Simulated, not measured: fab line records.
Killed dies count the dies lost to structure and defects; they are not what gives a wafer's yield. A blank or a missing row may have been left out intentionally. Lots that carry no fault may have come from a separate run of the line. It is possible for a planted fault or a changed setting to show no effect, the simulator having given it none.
Which tool did it? | flow nand-harc | 24 lots, 72 wafers sampled, at 5 steps of a route of 1302

== WHAT THE GAUGES READ, wafer by wafer ==
NHARC_A_BLC_INSPECT_28.
lot  | measured     | on                | raw-defect-count
L075 | day 23 01:07 | defect-inspect-01 | 505 690 530
L074 | day 23 09:54 | defect-inspect-01 | 451 605 400
L076 | day 23 23:17 | defect-inspect-02 | 521 847 610
L077 | day 24 08:21 | defect-inspect-01 | 584 401 375
L078 | day 24 15:49 | defect-inspect-02 | 510 396 606
L080 | day 25 05:14 | defect-inspect-01 | 542 478 492
L079 | day 25 08:14 | defect-inspect-01 | 497 626 540
L081 | day 25 17:11 | defect-inspect-02 | 689 682 642
L082 | day 26 09:01 | defect-inspect-02 | 577 418 504
L086 | day 27 01:25 | defect-inspect-01 | 1019 503 377
L083 | day 27 04:00 | defect-inspect-01 | 536 580 662
L084 | day 27 14:42 | defect-inspect-01 | 476 446 365
L085 | day 27 21:16 | defect-inspect-02 | 503 408 611
L087 | day 28 09:46 | defect-inspect-01 | 537 708 509
L089 | day 28 15:56 | defect-inspect-02 | 626 593 570
L088 | day 29 03:46 | defect-inspect-01 | 554 623 626
L090 | day 29 05:43 | defect-inspect-01 | 637 769 911
L092 | day 29 22:53 | defect-inspect-01 | 653 558 520
L091 | day 30 01:59 | defect-inspect-01 | 383 532 313
L093 | day 30 08:05 | defect-inspect-01 | 611 387 431
L094 | day 30 23:52 | defect-inspect-01 | 417 402 495
L095 | day 31 01:46 | defect-inspect-01 | 782 534 612
L096 | day 31 15:46 | defect-inspect-01 | 597 443 587
L097 | day 33 00:27 | defect-inspect-01 | 443 404 543

NHARC_A_M0_INSPECT_11.
lot  | measured     | on                | raw-defect-count
L075 | day 23 02:08 | defect-inspect-01 | 112 120 135
L074 | day 23 10:48 | defect-inspect-02 | 24 18 26
L076 | day 24 00:18 | defect-inspect-01 | 124 131 111
L077 | day 24 09:22 | defect-inspect-01 | 65 70 74
L078 | day 24 16:51 | defect-inspect-02 | 66 66 70
L080 | day 25 06:08 | defect-inspect-01 | 75 76 49
L079 | day 25 09:08 | defect-inspect-01 | 126 124 144
L081 | day 25 18:05 | defect-inspect-01 | 169 152 158
L082 | day 26 09:55 | defect-inspect-01 | 23 33 36
L086 | day 27 02:27 | defect-inspect-02 | 41 45 42
L083 | day 27 05:01 | defect-inspect-02 | 134 107 116
L084 | day 27 15:36 | defect-inspect-01 | 69 81 69
L085 | day 27 22:25 | defect-inspect-01 | 124 108 113
L087 | day 28 10:47 | defect-inspect-02 | 96 98 92
L089 | day 28 16:50 | defect-inspect-01 | 78 61 78
L088 | day 29 04:40 | defect-inspect-02 | 106 107 112
L090 | day 29 06:37 | defect-inspect-02 | 143 141 142
L092 | day 29 23:54 | defect-inspect-02 | 124 106 128
L091 | day 30 03:01 | defect-inspect-01 | 60 55 75
L093 | day 30 09:14 | defect-inspect-01 | 74 79 80
L094 | day 31 00:45 | defect-inspect-02 | 63 70 55
L095 | day 31 02:40 | defect-inspect-01 | 89 93 86
L096 | day 31 16:48 | defect-inspect-02 | 137 129 126
L097 | day 33 01:29 | defect-inspect-01 | 19 36 19

NHARC_A_M0_THK_MEAS_24: measures by xrf.
lot  | measured     | on            | thk-nm (nm)
L075 | day 23 04:34 | film-metro-02 | 113.9 112.3 114.2
L074 | day 23 13:15 | film-metro-02 | 113.6 111.4 113.8
L076 | day 24 02:41 | film-metro-02 | 114.1 114.7 116.3
L077 | day 24 11:46 | film-metro-02 | 114.6 112.6 111.9
L078 | day 24 19:17 | film-metro-01 | 113.6 111.0 115.1
L080 | day 25 08:31 | film-metro-02 | 109.4 113.8 111.7
L079 | day 25 11:30 | film-metro-02 | 112.1 112.8 114.3
L081 | day 25 20:31 | film-metro-02 | 114.3 111.0 113.3
L082 | day 26 12:19 | film-metro-01 | 112.8 112.5 112.5
L086 | day 27 04:49 | film-metro-02 | 111.5 111.5 113.8
L083 | day 27 07:23 | film-metro-01 | 112.3 115.1 115.6
L084 | day 27 18:48 | film-metro-02 | 114.7 113.8 110.1
L085 | day 28 00:47 | film-metro-02 | 111.3 113.5 111.6
L087 | day 28 13:10 | film-metro-01 | 112.9 116.7 116.0
L089 | day 28 19:18 | film-metro-02 | 114.4 114.2 116.5
L088 | day 29 07:02 | film-metro-02 | 112.4 112.9 113.6
L090 | day 29 09:00 | film-metro-01 | 114.5 112.6 113.4
L092 | day 30 02:17 | film-metro-01 | 112.0 113.0 111.5
L091 | day 30 05:28 | film-metro-02 | 117.8 114.8 115.4
L093 | day 30 11:44 | film-metro-02 | 115.7 112.2 111.9
L094 | day 31 03:16 | film-metro-01 | 111.9 110.5 112.5
L095 | day 31 05:03 | film-metro-01 | 113.8 115.8 112.8
L096 | day 31 19:11 | film-metro-02 | 115.4 116.0 116.2
L097 | day 33 03:54 | film-metro-02 | 116.3 117.8 115.6

== TOOL THAT RAN EACH LOT (tool first, then ch and the chambers of the sampled wafers, then the start) ==
lot  | NHARC_A_M0_PVD_20                       | NHARC_A_M0_ANNEAL_30
L075 | pvd-sputter-02, day 23 04:00 or earlier | rtp-anneal-02 ch 0, day 23 04:00
L074 | pvd-sputter-01, day 23 12:35 or earlier | rtp-anneal-01 ch 0, day 23 12:35
L076 | pvd-sputter-01, day 24 02:07 or earlier | rtp-anneal-02 ch 0, day 24 02:07
L077 | pvd-sputter-03, day 24 11:08 or earlier | rtp-anneal-01 ch 0, day 24 11:08
L078 | pvd-sputter-01, day 24 18:47 or earlier | rtp-anneal-02 ch 0, day 24 18:47
L080 | pvd-sputter-03, day 25 07:51 or earlier | rtp-anneal-02 ch 0, day 25 07:51
L079 | pvd-sputter-03, day 25 10:50 or earlier | rtp-anneal-02 ch 0, day 25 10:50
L081 | pvd-sputter-03, day 25 19:52 or earlier | rtp-anneal-02 ch 0, day 25 19:52
L082 | pvd-sputter-02, day 26 11:39 or earlier | rtp-anneal-02 ch 0, day 26 11:39
L086 | pvd-sputter-02, day 27 04:13 or earlier | rtp-anneal-01 ch 0, day 27 04:13
L083 | pvd-sputter-02, day 27 06:47 or earlier | rtp-anneal-01 ch 0, day 27 06:47
L084 | pvd-sputter-03, day 27 18:02 or earlier | rtp-anneal-02 ch 0, day 27 18:02
L085 | pvd-sputter-01, day 28 00:14 or earlier | rtp-anneal-01 ch 0, day 28 00:14
L087 | pvd-sputter-03, day 28 12:30 or earlier | rtp-anneal-02 ch 0, day 28 12:30
L089 | pvd-sputter-03, day 28 18:41 or earlier | rtp-anneal-01 ch 0, day 28 18:41
L088 | pvd-sputter-01, day 29 06:29 or earlier | rtp-anneal-02 ch 0, day 29 06:29
L090 | pvd-sputter-03, day 29 08:20 or earlier | rtp-anneal-02 ch 0, day 29 08:20
L092 | pvd-sputter-01, day 30 01:37 or earlier | rtp-anneal-02 ch 0, day 30 01:37
L091 | pvd-sputter-02, day 30 04:48 or earlier | rtp-anneal-01 ch 0, day 30 04:48
L093 | pvd-sputter-02, day 30 11:04 or earlier | rtp-anneal-01 ch 0, day 30 11:04
L094 | pvd-sputter-01, day 31 02:36 or earlier | rtp-anneal-01 ch 0, day 31 02:36
L095 | pvd-sputter-01, day 31 04:23 or earlier | rtp-anneal-02 ch 0, day 31 04:23
L096 | pvd-sputter-03, day 31 18:32 or earlier | rtp-anneal-01 ch 0, day 31 18:32
L097 | pvd-sputter-01, day 33 03:17 or earlier | rtp-anneal-01 ch 0, day 33 03:17
- NHARC_A_M0_PVD_20: deposits TaN, target thk 5 nm, time 8.06 s.
- NHARC_A_M0_ANNEAL_30: time 90 s.

== AS READ BY THE TOOLS THEMSELVES (means over the sampled wafers that have a number; for cases with no such wafer, the mark the record gives instead) ==
NHARC_A_M0_PVD_20.
lot  | tool           | throttle-valve-pct (%)
L075 | pvd-sputter-02 | 30.3
L074 | pvd-sputter-01 | 29.3
L076 | pvd-sputter-01 | 30.3
L077 | pvd-sputter-03 | 30.0
L078 | pvd-sputter-01 | 29.4
L080 | pvd-sputter-03 | 30.3
L079 | pvd-sputter-03 | 30.3
L081 | pvd-sputter-03 | 30.1
L082 | pvd-sputter-02 | 30.6
L086 | pvd-sputter-02 | 29.4
L083 | pvd-sputter-02 | 30.3
L084 | pvd-sputter-03 | 30.6
L085 | pvd-sputter-01 | 30.2
L087 | pvd-sputter-03 | 29.9
L089 | pvd-sputter-03 | 30.6
L088 | pvd-sputter-01 | 29.6
L090 | pvd-sputter-03 | 30.2
L092 | pvd-sputter-01 | 30.2
L091 | pvd-sputter-02 | 30.2
L093 | pvd-sputter-02 | 30.7
L094 | pvd-sputter-01 | 30.1
L095 | pvd-sputter-01 | 30.1
L096 | pvd-sputter-03 | 30.5
L097 | pvd-sputter-01 | 29.7

NHARC_A_M0_ANNEAL_30.
lot  | tool          | wafer_temp_C_max
L075 | rtp-anneal-02 | 226.2
L074 | rtp-anneal-01 | 226.1
L076 | rtp-anneal-02 | 226.4
L077 | rtp-anneal-01 | 225.7
L078 | rtp-anneal-02 | 226.6
L080 | rtp-anneal-02 | 226.6
L079 | rtp-anneal-02 | 226.5
L081 | rtp-anneal-02 | 226.6
L082 | rtp-anneal-02 | 226.2
L086 | rtp-anneal-01 | 225.7
L083 | rtp-anneal-01 | 225.8
L084 | rtp-anneal-02 | 226.4
L085 | rtp-anneal-01 | 226.0
L087 | rtp-anneal-02 | 226.6
L089 | rtp-anneal-01 | 225.8
L088 | rtp-anneal-02 | 226.3
L090 | rtp-anneal-02 | 226.6
L092 | rtp-anneal-02 | 226.4
L091 | rtp-anneal-01 | 225.5
L093 | rtp-anneal-01 | 225.7
L094 | rtp-anneal-01 | 225.7
L095 | rtp-anneal-02 | 226.5
L096 | rtp-anneal-01 | 225.8
L097 | rtp-anneal-01 | 225.7

== THE ANSWER, worked out from the rows above alone ==
Rule: the usual values come from the lots themselves. Put in order of their means at a reading, lots are off if they are a third of the lots or fewer, leave a main group of 4 or more, and stand apart from it by a gap of 3 or more times the standard deviation of the main group's means; of several such gaps the widest counts. Not used: any main group whose means are identical at the precision the tables above print for the reading. Also off: a lot with no number at a reading for which 4 or more lots have one. Where the step has rows for the other lots, those lots are counted as sound. After the gauges, taken in route order, come the tools' own readings; for these a lot's mean is taken, as printed above. The first step at which some lot is off is used, and at that step the reading that is off furthest; a lot without a number counts as furthest.
None of the lots is off at any reading shown; this tells nothing.

== WHAT WAS PUT IN BY THE SIMULATOR ==
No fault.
